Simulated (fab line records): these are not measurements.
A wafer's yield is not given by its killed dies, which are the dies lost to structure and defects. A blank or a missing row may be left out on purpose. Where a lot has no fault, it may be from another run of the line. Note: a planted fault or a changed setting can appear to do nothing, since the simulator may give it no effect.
fab line records || flow n5Finfet || part 2 of 2: steps 18 to 23 of 23
[record] {"lots": 5, "wafers": 15, "lastDay": 16}
route steps=1938 shown BEOL_M11@1556
lots untouched by any fault: they come from a run of this same line in which no faults occurred
startH: hours from the record's first day to the start of the lot's first wafer shown || waitH: hours from the lot's prior step to this one || " repeats the value in the row above || L1.1+2: a row that stands for several wafers || - no value present, or no start provided || * or withheld: withheld || < > ~ a bound
route shown NAME@n: names a module that has steps shown in the file, with the first one's number in the route || usual: mean and standard deviation over wafers with no fault || same: alike in all rows || chamber/n: place in a boat || sites: each site's reading || _std_site: standard deviation across them || _edge_site: outer sites' mean less inner sites' || radiusMm: for every site, how far away it sits from the centre of the wafer || mask NAME#n: copy n || behind: the most recent tool/chamber to have shaped the wafer || hold: why the lot went on hold/how many hours it stayed there/how the hold came to an end || device: names the non-switching transistor (n, p or np) || end of line: tests run on the same wafers once the route is complete || for a step that has no rows: nothing shown but its recipe || killed: dies lost to structure and defects at the first sort, not the wafer's yield || map: the dies of a wafer, with x for killed, . for not killed, _ for no die there
set.NAME: the setting the step ran with; set.NAME@STEP: the setting that earlier step ran with || model.NAME: the simulator's own value behind a step, which no gauge read
lots at some steps of the route; a table a step, a row a wafer
services: from which hour (startH, from the record's first day; less than 0 if before it) a tool's chamber was out of use, for how many hours, and why
[[steps]]
[step N5_BEOL_M11_ETCH_66]
[recipe] {"chemistry": "N2/H2", "target": "SOC", "targetDepthA": 1200, "overetchA": 240, "maskMaterial": "SiARC", "tempC": 40, "timeS": 180, "ionEnergyEv": 200, "pressureMtorr": 30, "sourceW": 840, "biasW": 150, "n2FlowSccm": 200, "h2FlowSccm": 200}
[usual] {"chamberPressureMTorr": "30.003/0.029", "drypumpMotorCurrentA": "5.8/0.43", "oesProductAu": "0.62/0.065", "rfVppV": "523.5/2.1", "showerheadPlenumPTorr": "2.53/0.076", "tempC": "40.00/0.11", "throttleValvePct": "17.83/0.29"}
{"lot.wafer": "L078.3", "tool": "rieDiel-05", "chamber": 3, "startH": 241.96, "waitH": 0.0, "chamberPressureMTorr": 29.982, "drypumpMotorCurrentA": 6.1, "oesProductAu": 0.63, "rfHoursCounterH": 118, "rfVppV": 520.5, "showerheadPlenumPTorr": 2.43, "tempC": 40.18, "throttleValvePct": 17.58}
{"lot.wafer": "L078.5", "tool": "rieDiel-05", "chamber": 1, "startH": 241.96, "waitH": 0.0, "chamberPressureMTorr": 30.061, "drypumpMotorCurrentA": 6.3, "oesProductAu": 0.55, "rfHoursCounterH": "-", "rfVppV": 526.3, "showerheadPlenumPTorr": 2.62, "tempC": 40.17, "throttleValvePct": 17.88}
{"lot.wafer": "L078.6", "tool": "rieDiel-05", "chamber": 2, "startH": 241.96, "waitH": 0.0, "chamberPressureMTorr": 30.027, "drypumpMotorCurrentA": 5.3, "oesProductAu": 0.58, "rfHoursCounterH": "-", "rfVppV": 525.0, "showerheadPlenumPTorr": 2.64, "tempC": 40.10, "throttleValvePct": 17.80}
{"lot.wafer": "L083.4", "tool": "rieDiel-02", "chamber": 2, "startH": 286.23, "waitH": 0.1, "chamberPressureMTorr": 30.030, "drypumpMotorCurrentA": 6.3, "oesProductAu": 0.57, "rfHoursCounterH": "-", "rfVppV": 526.3, "showerheadPlenumPTorr": 2.62, "tempC": 39.89, "throttleValvePct": 17.99}
{"lot.wafer": "L083.5", "tool": "rieDiel-02", "chamber": 1, "startH": 286.23, "waitH": 0.1, "chamberPressureMTorr": 30.039, "drypumpMotorCurrentA": 6.0, "oesProductAu": 0.60, "rfHoursCounterH": "-", "rfVppV": 522.0, "showerheadPlenumPTorr": 2.44, "tempC": 39.95, "throttleValvePct": 18.25}
{"lot.wafer": "L083.6", "tool": "rieDiel-02", "chamber": 2, "startH": 286.23, "waitH": 0.1, "chamberPressureMTorr": 29.995, "drypumpMotorCurrentA": 6.2, "oesProductAu": 0.56, "rfHoursCounterH": "-", "rfVppV": 525.3, "showerheadPlenumPTorr": 2.62, "tempC": 39.93, "throttleValvePct": 18.01}
{"lot.wafer": "L086.1", "tool": "rieDiel-05", "chamber": 0, "startH": 292.01, "waitH": 0.0, "chamberPressureMTorr": 29.988, "drypumpMotorCurrentA": 6.1, "oesProductAu": 0.64, "rfHoursCounterH": 105, "rfVppV": 523.4, "showerheadPlenumPTorr": 2.55, "tempC": 40.09, "throttleValvePct": 17.97}
{"lot.wafer": "L086.3", "tool": "rieDiel-05", "chamber": 2, "startH": 292.01, "waitH": 0.0, "chamberPressureMTorr": 30.034, "drypumpMotorCurrentA": 5.4, "oesProductAu": 0.56, "rfHoursCounterH": 225, "rfVppV": 526.3, "showerheadPlenumPTorr": 2.63, "tempC": 39.72, "throttleValvePct": 17.81}
{"lot.wafer": "L086.5", "tool": "rieDiel-05", "chamber": 3, "startH": 292.01, "waitH": 0.0, "chamberPressureMTorr": 30.007, "drypumpMotorCurrentA": 6.1, "oesProductAu": 0.61, "rfHoursCounterH": "-", "rfVppV": 522.4, "showerheadPlenumPTorr": 2.42, "tempC": 40.04, "throttleValvePct": 17.62}
{"lot.wafer": "L087.2", "tool": "rieDiel-04", "chamber": 3, "startH": 312.45, "waitH": 0.0, "chamberPressureMTorr": 30.024, "drypumpMotorCurrentA": 5.2, "oesProductAu": 0.73, "rfHoursCounterH": 24, "rfVppV": 521.9, "showerheadPlenumPTorr": 2.48, "tempC": 39.99, "throttleValvePct": 17.11}
{"lot.wafer": "L087.4", "tool": "rieDiel-04", "chamber": 3, "startH": 312.45, "waitH": 0.0, "chamberPressureMTorr": 29.942, "drypumpMotorCurrentA": 5.2, "oesProductAu": 0.74, "rfHoursCounterH": "-", "rfVppV": 521.6, "showerheadPlenumPTorr": 2.48, "tempC": 40.04, "throttleValvePct": 17.14}
{"lot.wafer": "L087.6", "tool": "rieDiel-04", "chamber": 1, "startH": 312.45, "waitH": 0.0, "chamberPressureMTorr": 29.986, "drypumpMotorCurrentA": 5.2, "oesProductAu": 0.67, "rfHoursCounterH": "-", "rfVppV": 524.3, "showerheadPlenumPTorr": 2.58, "tempC": 39.75, "throttleValvePct": 17.80}
{"lot.wafer": "L094.1", "tool": "rieDiel-05", "chamber": 2, "startH": 345.66, "waitH": 0.0, "chamberPressureMTorr": 30.007, "drypumpMotorCurrentA": 5.3, "oesProductAu": 0.55, "rfHoursCounterH": 241, "rfVppV": 525.2, "showerheadPlenumPTorr": 2.63, "tempC": 40.03, "throttleValvePct": 17.84}
{"lot.wafer": "L094.5", "tool": "rieDiel-05", "chamber": 1, "startH": 345.66, "waitH": 0.0, "chamberPressureMTorr": 29.976, "drypumpMotorCurrentA": 6.4, "oesProductAu": 0.74, "rfHoursCounterH": "-", "rfVppV": 525.7, "showerheadPlenumPTorr": 2.61, "tempC": 40.03, "throttleValvePct": 17.40}
{"lot.wafer": "L094.6", "tool": "rieDiel-05", "chamber": 2, "startH": 345.66, "waitH": 0.0, "chamberPressureMTorr": 29.934, "drypumpMotorCurrentA": 5.3, "oesProductAu": 0.55, "rfHoursCounterH": "-", "rfVppV": 526.4, "showerheadPlenumPTorr": 2.63, "tempC": 40.09, "throttleValvePct": 17.87}
[step N5_BEOL_M11_STRIP_69]
[recipe] {"chemistry": "N2/H2", "tempC": 40, "n2FlowSccm": 200, "h2FlowSccm": 200, "rfFrequencyHz": 6e+07}
{"lot.wafer": "L078.3+5+6", "tool": "rieDiel-05", "chamber": "3,1,2", "startH": 242.07, "waitH": 0.1}
{"lot.wafer": "L083.4+5+6", "tool": "rieDiel-02", "chamber": "2,1,2", "startH": 286.35, "waitH": 0.1}
{"lot.wafer": "L086.1+3+5", "tool": "rieDiel-05", "chamber": "0,2,3", "startH": 292.12, "waitH": 0.1}
{"lot.wafer": "L087.2+4+6", "tool": "rieDiel-04", "chamber": "3,3,1", "startH": 312.56, "waitH": 0.1}
{"lot.wafer": "L094.1+5+6", "tool": "rieDiel-05", "chamber": "2,1,2", "startH": 345.77, "waitH": 0.1}
[step N5_BEOL_M11_VIA_ETCH_34]
[recipe] {"chemistry": "C4F6/O2", "target": "SiCOH_lowk", "targetDepthA": 1845, "maskMaterial": "SOC", "taperDeg": 4, "timeS": 69.2, "ionEnergyEv": 250, "pressureMtorr": 30, "sourceW": 345, "biasW": 185, "Ar_flow_sccm": 300, "C4F6_flow_sccm": 10, "O2_flow_sccm": 10}
[usual] {"chamberPressureMTorr": "29.998/0.027", "drypumpMotorCurrentA": "5.8/0.43", "oesProductAu": "0.76/0.086", "rfVppV": "664/9.6", "showerheadPlenumPTorr": "2.84/0.073", "throttleValvePct": "20.97/0.26"}
{"lot.wafer": "L078.3", "tool": "rieDiel-05", "chamber": 3, "startH": 242.08, "waitH": 0.0, "chamberPressureMTorr": 30.009, "drypumpMotorCurrentA": 6.1, "oesProductAu": 0.77, "rfHoursCounterH": 118, "rfVppV": 658, "showerheadPlenumPTorr": 2.75, "throttleValvePct": 20.91}
{"lot.wafer": "L078.5", "tool": "rieDiel-05", "chamber": 1, "startH": 242.08, "waitH": 0.0, "chamberPressureMTorr": 30.031, "drypumpMotorCurrentA": 6.3, "oesProductAu": 0.66, "rfHoursCounterH": "-", "rfVppV": 645, "showerheadPlenumPTorr": 2.92, "throttleValvePct": 20.90}
{"lot.wafer": "L078.6", "tool": "rieDiel-05", "chamber": 2, "startH": 242.08, "waitH": 0.0, "chamberPressureMTorr": 29.981, "drypumpMotorCurrentA": 5.3, "oesProductAu": 0.70, "rfHoursCounterH": "-", "rfVppV": 651, "showerheadPlenumPTorr": 2.94, "throttleValvePct": 20.80}
{"lot.wafer": "L083.4", "tool": "rieDiel-02", "chamber": 2, "startH": 286.38, "waitH": 0.0, "chamberPressureMTorr": 29.988, "drypumpMotorCurrentA": 6.3, "oesProductAu": 0.70, "rfHoursCounterH": "-", "rfVppV": 666, "showerheadPlenumPTorr": 2.92, "throttleValvePct": 21.02}
{"lot.wafer": "L083.5", "tool": "rieDiel-02", "chamber": 1, "startH": 286.38, "waitH": 0.0, "chamberPressureMTorr": 30.068, "drypumpMotorCurrentA": 6.0, "oesProductAu": 0.75, "rfHoursCounterH": "-", "rfVppV": 666, "showerheadPlenumPTorr": 2.74, "throttleValvePct": 21.31}
{"lot.wafer": "L083.6", "tool": "rieDiel-02", "chamber": 2, "startH": 286.38, "waitH": 0.0, "chamberPressureMTorr": 29.987, "drypumpMotorCurrentA": 6.2, "oesProductAu": 0.70, "rfHoursCounterH": "-", "rfVppV": 666, "showerheadPlenumPTorr": 2.92, "throttleValvePct": 21.02}
{"lot.wafer": "L086.1", "tool": "rieDiel-05", "chamber": 0, "startH": 292.13, "waitH": 0.0, "chamberPressureMTorr": 30.007, "drypumpMotorCurrentA": 6.0, "oesProductAu": 0.79, "rfHoursCounterH": 105, "rfVppV": 669, "showerheadPlenumPTorr": 2.85, "throttleValvePct": 21.05}
{"lot.wafer": "L086.3", "tool": "rieDiel-05", "chamber": 2, "startH": 292.13, "waitH": 0.0, "chamberPressureMTorr": 30.005, "drypumpMotorCurrentA": 5.3, "oesProductAu": 0.67, "rfHoursCounterH": 225, "rfVppV": 650, "showerheadPlenumPTorr": 2.93, "throttleValvePct": 20.81}
{"lot.wafer": "L086.5", "tool": "rieDiel-05", "chamber": 3, "startH": 292.13, "waitH": 0.0, "chamberPressureMTorr": 29.997, "drypumpMotorCurrentA": 6.1, "oesProductAu": 0.76, "rfHoursCounterH": "-", "rfVppV": 659, "showerheadPlenumPTorr": 2.75, "throttleValvePct": 20.93}
{"lot.wafer": "L087.2", "tool": "rieDiel-04", "chamber": 3, "startH": 312.57, "waitH": 0.0, "chamberPressureMTorr": 29.963, "drypumpMotorCurrentA": 5.3, "oesProductAu": 0.93, "rfHoursCounterH": 24, "rfVppV": 672, "showerheadPlenumPTorr": 2.81, "throttleValvePct": 20.40}
{"lot.wafer": "L087.4", "tool": "rieDiel-04", "chamber": 3, "startH": 312.57, "waitH": 0.0, "chamberPressureMTorr": 30.023, "drypumpMotorCurrentA": 5.3, "oesProductAu": 0.94, "rfHoursCounterH": "-", "rfVppV": 673, "showerheadPlenumPTorr": 2.81, "throttleValvePct": 20.40}
{"lot.wafer": "L087.6", "tool": "rieDiel-04", "chamber": 1, "startH": 312.57, "waitH": 0.0, "chamberPressureMTorr": 30.023, "drypumpMotorCurrentA": 5.2, "oesProductAu": 0.82, "rfHoursCounterH": "-", "rfVppV": 677, "showerheadPlenumPTorr": 2.90, "throttleValvePct": 21.01}
{"lot.wafer": "L094.1", "tool": "rieDiel-05", "chamber": 2, "startH": 345.78, "waitH": 0.0, "chamberPressureMTorr": 30.023, "drypumpMotorCurrentA": 5.3, "oesProductAu": 0.67, "rfHoursCounterH": 241, "rfVppV": 650, "showerheadPlenumPTorr": 2.92, "throttleValvePct": 20.83}
{"lot.wafer": "L094.5", "tool": "rieDiel-05", "chamber": 1, "startH": 345.78, "waitH": 0.0, "chamberPressureMTorr": 29.974, "drypumpMotorCurrentA": 6.3, "oesProductAu": 0.92, "rfHoursCounterH": "-", "rfVppV": 644, "showerheadPlenumPTorr": 2.91, "throttleValvePct": 20.47}
{"lot.wafer": "L094.6", "tool": "rieDiel-05", "chamber": 2, "startH": 345.78, "waitH": 0.0, "chamberPressureMTorr": 30.007, "drypumpMotorCurrentA": 5.3, "oesProductAu": 0.67, "rfHoursCounterH": "-", "rfVppV": 649, "showerheadPlenumPTorr": 2.92, "throttleValvePct": 20.86}
[step N5_BEOL_M11_STRIP_73]
[recipe] {"chemistry": "C4F6/O2", "resist": "SiARC", "rfFrequencyHz": 6e+07}
{"lot.wafer": "L078.3+5+6", "tool": "rieDiel-05", "chamber": "3,1,2", "startH": 242.13, "waitH": 0.0}
{"lot.wafer": "L083.4+5+6", "tool": "rieDiel-02", "chamber": "2,1,2", "startH": 286.44, "waitH": 0.0}
{"lot.wafer": "L086.1+3+5", "tool": "rieDiel-05", "chamber": "0,2,3", "startH": 292.18, "waitH": 0.0}
{"lot.wafer": "L087.2+4+6", "tool": "rieDiel-04", "chamber": "3,3,1", "startH": 312.63, "waitH": 0.0}
{"lot.wafer": "L094.1+5+6", "tool": "rieDiel-05", "chamber": "2,1,2", "startH": 345.84, "waitH": 0.0}
[step N5_BEOL_M11_STRIP_36]
[recipe] {"chemistry": "N2/H2", "powerW": 450, "tempC": 40, "pressureMtorr": 20, "rfFrequencyHz": 6e+07, "overashFraction": 0.3, "biasPowerW": 7, "h2Frac": 0.5, "n2FlowSccm": 200, "h2FlowSccm": 200}
[usual] {"chamberPressureMTorr": "20.00/0.042", "drypumpMotorCurrentA": "5.8/0.43", "oesProductAu": "0.76/0.084", "rfVppV": "59.2/1.8", "showerheadPlenumPTorr": "2.52/0.076", "tempC": "39.99/0.11", "throttleValvePct": "23.6/0.34"}
{"lot.wafer": "L078.3", "tool": "rieDiel-05", "chamber": 3, "startH": 242.14, "waitH": 0.0, "chamberPressureMTorr": 19.99, "drypumpMotorCurrentA": 6.1, "oesProductAu": 0.77, "rfHoursCounterH": 118, "rfVppV": 60.0, "showerheadPlenumPTorr": 2.43, "tempC": 39.94, "throttleValvePct": 23.2}
{"lot.wafer": "L078.5", "tool": "rieDiel-05", "chamber": 1, "startH": 242.14, "waitH": 0.0, "chamberPressureMTorr": 20.06, "drypumpMotorCurrentA": 6.3, "oesProductAu": 0.66, "rfHoursCounterH": "-", "rfVppV": 59.2, "showerheadPlenumPTorr": 2.61, "tempC": 40.15, "throttleValvePct": 23.8}
{"lot.wafer": "L078.6", "tool": "rieDiel-05", "chamber": 2, "startH": 242.14, "waitH": 0.0, "chamberPressureMTorr": 20.06, "drypumpMotorCurrentA": 5.3, "oesProductAu": 0.69, "rfHoursCounterH": "-", "rfVppV": 60.3, "showerheadPlenumPTorr": 2.64, "tempC": 39.77, "throttleValvePct": 23.5}
{"lot.wafer": "L083.4", "tool": "rieDiel-02", "chamber": 2, "startH": 286.47, "waitH": 0.0, "chamberPressureMTorr": 19.97, "drypumpMotorCurrentA": 6.3, "oesProductAu": 0.70, "rfHoursCounterH": "-", "rfVppV": 56.5, "showerheadPlenumPTorr": 2.62, "tempC": 39.96, "throttleValvePct": 23.8}
{"lot.wafer": "L083.5", "tool": "rieDiel-02", "chamber": 1, "startH": 286.47, "waitH": 0.0, "chamberPressureMTorr": 19.97, "drypumpMotorCurrentA": 6.0, "oesProductAu": 0.74, "rfHoursCounterH": "-", "rfVppV": 56.4, "showerheadPlenumPTorr": 2.44, "tempC": 40.19, "throttleValvePct": 24.2}
{"lot.wafer": "L083.6", "tool": "rieDiel-02", "chamber": 2, "startH": 286.47, "waitH": 0.0, "chamberPressureMTorr": 19.93, "drypumpMotorCurrentA": 6.3, "oesProductAu": 0.70, "rfHoursCounterH": "-", "rfVppV": 60.5, "showerheadPlenumPTorr": 2.62, "tempC": 39.99, "throttleValvePct": 23.8}
{"lot.wafer": "L086.1", "tool": "rieDiel-05", "chamber": 0, "startH": 292.19, "waitH": 0.0, "chamberPressureMTorr": 19.94, "drypumpMotorCurrentA": 6.1, "oesProductAu": 0.78, "rfHoursCounterH": 105, "rfVppV": 58.5, "showerheadPlenumPTorr": 2.55, "tempC": 40.04, "throttleValvePct": 23.9}
{"lot.wafer": "L086.3", "tool": "rieDiel-05", "chamber": 2, "startH": 292.19, "waitH": 0.0, "chamberPressureMTorr": 19.93, "drypumpMotorCurrentA": 5.3, "oesProductAu": 0.68, "rfHoursCounterH": 225, "rfVppV": 60.8, "showerheadPlenumPTorr": 2.63, "tempC": 40.23, "throttleValvePct": 23.5}
{"lot.wafer": "L086.5", "tool": "rieDiel-05", "chamber": 3, "startH": 292.19, "waitH": 0.0, "chamberPressureMTorr": 19.94, "drypumpMotorCurrentA": 6.1, "oesProductAu": 0.76, "rfHoursCounterH": "-", "rfVppV": 58.9, "showerheadPlenumPTorr": 2.42, "tempC": 40.11, "throttleValvePct": 23.2}
{"lot.wafer": "L087.2", "tool": "rieDiel-04", "chamber": 3, "startH": 312.64, "waitH": 0.0, "chamberPressureMTorr": 20.01, "drypumpMotorCurrentA": 5.3, "oesProductAu": 0.91, "rfHoursCounterH": 24, "rfVppV": 61.4, "showerheadPlenumPTorr": 2.48, "tempC": 39.86, "throttleValvePct": 22.8}
{"lot.wafer": "L087.4", "tool": "rieDiel-04", "chamber": 3, "startH": 312.64, "waitH": 0.0, "chamberPressureMTorr": 19.95, "drypumpMotorCurrentA": 5.3, "oesProductAu": 0.92, "rfHoursCounterH": "-", "rfVppV": 58.9, "showerheadPlenumPTorr": 2.48, "tempC": 39.91, "throttleValvePct": 22.8}
{"lot.wafer": "L087.6", "tool": "rieDiel-04", "chamber": 1, "startH": 312.64, "waitH": 0.0, "chamberPressureMTorr": 20.00, "drypumpMotorCurrentA": 5.2, "oesProductAu": 0.82, "rfHoursCounterH": "-", "rfVppV": 61.5, "showerheadPlenumPTorr": 2.57, "tempC": 39.96, "throttleValvePct": 23.6}
{"lot.wafer": "L094.1", "tool": "rieDiel-05", "chamber": 2, "startH": 345.85, "waitH": 0.0, "chamberPressureMTorr": 20.01, "drypumpMotorCurrentA": 5.4, "oesProductAu": 0.67, "rfHoursCounterH": 241, "rfVppV": 60.0, "showerheadPlenumPTorr": 2.62, "tempC": 40.09, "throttleValvePct": 23.6}
{"lot.wafer": "L094.5", "tool": "rieDiel-05", "chamber": 1, "startH": 345.85, "waitH": 0.0, "chamberPressureMTorr": 19.97, "drypumpMotorCurrentA": 6.3, "oesProductAu": 0.91, "rfHoursCounterH": "-", "rfVppV": 61.6, "showerheadPlenumPTorr": 2.60, "tempC": 39.88, "throttleValvePct": 23.2}
{"lot.wafer": "L094.6", "tool": "rieDiel-05", "chamber": 2, "startH": 345.85, "waitH": 0.0, "chamberPressureMTorr": 20.05, "drypumpMotorCurrentA": 5.3, "oesProductAu": 0.67, "rfHoursCounterH": "-", "rfVppV": 56.3, "showerheadPlenumPTorr": 2.62, "tempC": 40.00, "throttleValvePct": 23.6}
[step N5_BEOL_M11_TRENCH_ETCH_37]
[recipe] {"chemistry": "C4F6/O2", "targetDepthA": 1488.3, "target": "SiCOH_lowk", "timeS": 48, "ionEnergyEv": 250, "pressureMtorr": 30, "sourceW": 345, "biasW": 185, "Ar_flow_sccm": 300, "C4F6_flow_sccm": 10, "O2_flow_sccm": 10}
[usual] {"chamberPressureMTorr": "29.997/0.028", "drypumpMotorCurrentA": "5.8/0.43", "oesProductAu": "0.76/0.085", "rfVppV": "664/9.6", "showerheadPlenumPTorr": "2.84/0.073", "throttleValvePct": "20.99/0.26"}
{"lot.wafer": "L078.3", "tool": "rieDiel-05", "chamber": 3, "startH": "-", "waitH": "-", "chamberPressureMTorr": 30.014, "drypumpMotorCurrentA": 6.1, "oesProductAu": 0.78, "rfHoursCounterH": 118, "rfVppV": 658, "showerheadPlenumPTorr": 2.75, "throttleValvePct": 20.94}
{"lot.wafer": "L078.5", "tool": "rieDiel-05", "chamber": 1, "startH": "-", "waitH": "-", "chamberPressureMTorr": 29.958, "drypumpMotorCurrentA": 6.3, "oesProductAu": 0.66, "rfHoursCounterH": "-", "rfVppV": 646, "showerheadPlenumPTorr": 2.92, "throttleValvePct": 20.92}
{"lot.wafer": "L078.6", "tool": "rieDiel-05", "chamber": 2, "startH": "-", "waitH": "-", "chamberPressureMTorr": 30.017, "drypumpMotorCurrentA": 5.3, "oesProductAu": 0.69, "rfHoursCounterH": "-", "rfVppV": 651, "showerheadPlenumPTorr": 2.94, "throttleValvePct": 20.82}
{"lot.wafer": "L083.4", "tool": "rieDiel-02", "chamber": 2, "startH": "-", "waitH": "-", "chamberPressureMTorr": 30.037, "drypumpMotorCurrentA": 6.2, "oesProductAu": 0.69, "rfHoursCounterH": "-", "rfVppV": 666, "showerheadPlenumPTorr": 2.92, "throttleValvePct": 21.05}
{"lot.wafer": "L083.5", "tool": "rieDiel-02", "chamber": 1, "startH": "-", "waitH": "-", "chamberPressureMTorr": 30.006, "drypumpMotorCurrentA": 6.0, "oesProductAu": 0.74, "rfHoursCounterH": "-", "rfVppV": 667, "showerheadPlenumPTorr": 2.74, "throttleValvePct": 21.34}
{"lot.wafer": "L083.6", "tool": "rieDiel-02", "chamber": 2, "startH": "-", "waitH": "-", "chamberPressureMTorr": 29.970, "drypumpMotorCurrentA": 6.3, "oesProductAu": 0.70, "rfHoursCounterH": "-", "rfVppV": 667, "showerheadPlenumPTorr": 2.92, "throttleValvePct": 21.04}
{"lot.wafer": "L086.1", "tool": "rieDiel-05", "chamber": 0, "startH": "-", "waitH": "-", "chamberPressureMTorr": 29.935, "drypumpMotorCurrentA": 6.0, "oesProductAu": 0.79, "rfHoursCounterH": 105, "rfVppV": 666, "showerheadPlenumPTorr": 2.85, "throttleValvePct": 21.08}
{"lot.wafer": "L086.3", "tool": "rieDiel-05", "chamber": 2, "startH": "-", "waitH": "-", "chamberPressureMTorr": 29.995, "drypumpMotorCurrentA": 5.3, "oesProductAu": 0.68, "rfHoursCounterH": 225, "rfVppV": 650, "showerheadPlenumPTorr": 2.93, "throttleValvePct": 20.83}
{"lot.wafer": "L086.5", "tool": "rieDiel-05", "chamber": 3, "startH": "-", "waitH": "-", "chamberPressureMTorr": 29.975, "drypumpMotorCurrentA": 6.1, "oesProductAu": 0.76, "rfHoursCounterH": "-", "rfVppV": 659, "showerheadPlenumPTorr": 2.75, "throttleValvePct": 20.98}
{"lot.wafer": "L087.2", "tool": "rieDiel-04", "chamber": 3, "startH": "-", "waitH": "-", "chamberPressureMTorr": 30.009, "drypumpMotorCurrentA": 5.2, "oesProductAu": 0.92, "rfHoursCounterH": 24, "rfVppV": 673, "showerheadPlenumPTorr": 2.81, "throttleValvePct": 20.43}
{"lot.wafer": "L087.4", "tool": "rieDiel-04", "chamber": 3, "startH": "-", "waitH": "-", "chamberPressureMTorr": 30.000, "drypumpMotorCurrentA": 5.3, "oesProductAu": 0.93, "rfHoursCounterH": "-", "rfVppV": 674, "showerheadPlenumPTorr": 2.81, "throttleValvePct": 20.42}
{"lot.wafer": "L087.6", "tool": "rieDiel-04", "chamber": 1, "startH": "-", "waitH": "-", "chamberPressureMTorr": 29.965, "drypumpMotorCurrentA": 5.2, "oesProductAu": 0.83, "rfHoursCounterH": "-", "rfVppV": 678, "showerheadPlenumPTorr": 2.89, "throttleValvePct": 21.03}
{"lot.wafer": "L094.1", "tool": "rieDiel-05", "chamber": 2, "startH": "-", "waitH": "-", "chamberPressureMTorr": 29.988, "drypumpMotorCurrentA": 5.4, "oesProductAu": 0.66, "rfHoursCounterH": 241, "rfVppV": 650, "showerheadPlenumPTorr": 2.92, "throttleValvePct": 20.87}
{"lot.wafer": "L094.5", "tool": "rieDiel-05", "chamber": 1, "startH": "-", "waitH": "-", "chamberPressureMTorr": 29.991, "drypumpMotorCurrentA": 6.3, "oesProductAu": 0.92, "rfHoursCounterH": "-", "rfVppV": 645, "showerheadPlenumPTorr": 2.91, "throttleValvePct": 20.50}
{"lot.wafer": "L094.6", "tool": "rieDiel-05", "chamber": 2, "startH": "-", "waitH": "-", "chamberPressureMTorr": 29.993, "drypumpMotorCurrentA": 5.3, "oesProductAu": 0.67, "rfHoursCounterH": "-", "rfVppV": 650, "showerheadPlenumPTorr": 2.92, "throttleValvePct": 20.88}
[[services]]
{"tool": "rieDiel-04", "chamber": 1, "startH": 229.69, "hours": 7.4, "kind": "repair"}
{"tool": "arfiScanner-03", "chamber": "-", "startH": 237.28, "hours": 3.0, "kind": "repair"}
{"tool": "arfiScanner-03", "chamber": "-", "startH": 255.99, "hours": 2.5, "kind": "repair"}
{"tool": "rieDiel-05", "chamber": 3, "startH": 265.18, "hours": 6.2, "kind": "repair"}
{"tool": "arfiScanner-02", "chamber": "-", "startH": 267.62, "hours": 1.3, "kind": "pm"}
{"tool": "rieMetal-02", "chamber": 1, "startH": 271.24, "hours": 5.2, "kind": "repair"}
{"tool": "rieDiel-05", "chamber": 1, "startH": 271.34, "hours": "-", "kind": "clean"}
{"tool": "rieDiel-04", "chamber": "-", "startH": 273.42, "hours": 14.6, "kind": "pm"}
{"tool": "rieDiel-02", "chamber": 0, "startH": 279.54, "hours": 8.0, "kind": "repair"}
{"tool": "arfiScanner-02", "chamber": "-", "startH": 279.90, "hours": 0.8, "kind": "pm"}
{"tool": "arfiScanner-03", "chamber": "-", "startH": 284.24, "hours": 0.8, "kind": "pm"}
{"tool": "rieDiel-02", "chamber": 0, "startH": 289.38, "hours": 4.3, "kind": "repair"}
{"tool": "arfiScanner-01", "chamber": "-", "startH": 292.41, "hours": 3.9, "kind": "pm"}
{"tool": "arfiScanner-02", "chamber": "-", "startH": 302.48, "hours": 1.0, "kind": "pm"}
{"tool": "rieMetal-02", "chamber": "-", "startH": 302.62, "hours": 28.1, "kind": "pm"}
{"tool": "arfiScanner-03", "chamber": "-", "startH": 303.70, "hours": 1.0, "kind": "pm"}
{"tool": "arfiScanner-01", "chamber": "-", "startH": 305.44, "hours": 1.0, "kind": "pm"}
{"tool": "arfiScanner-03", "chamber": "-", "startH": 307.02, "hours": 1.3, "kind": "pm"}
{"tool": "arfiScanner-03", "chamber": "-", "startH": 310.68, "hours": 1.0, "kind": "pm"}
{"tool": "rieDiel-02", "chamber": 0, "startH": 316.61, "hours": 4.1, "kind": "repair"}
{"tool": "rieDiel-02", "chamber": 2, "startH": 319.89, "hours": 2.5, "kind": "repair"}
{"tool": "rieDiel-02", "chamber": 3, "startH": 323.57, "hours": 29.4, "kind": "repair"}
{"tool": "rieDiel-02", "chamber": 1, "startH": 326.74, "hours": 3.5, "kind": "repair"}
{"tool": "rieMetal-03", "chamber": "-", "startH": 337.06, "hours": 2.0, "kind": "repair"}
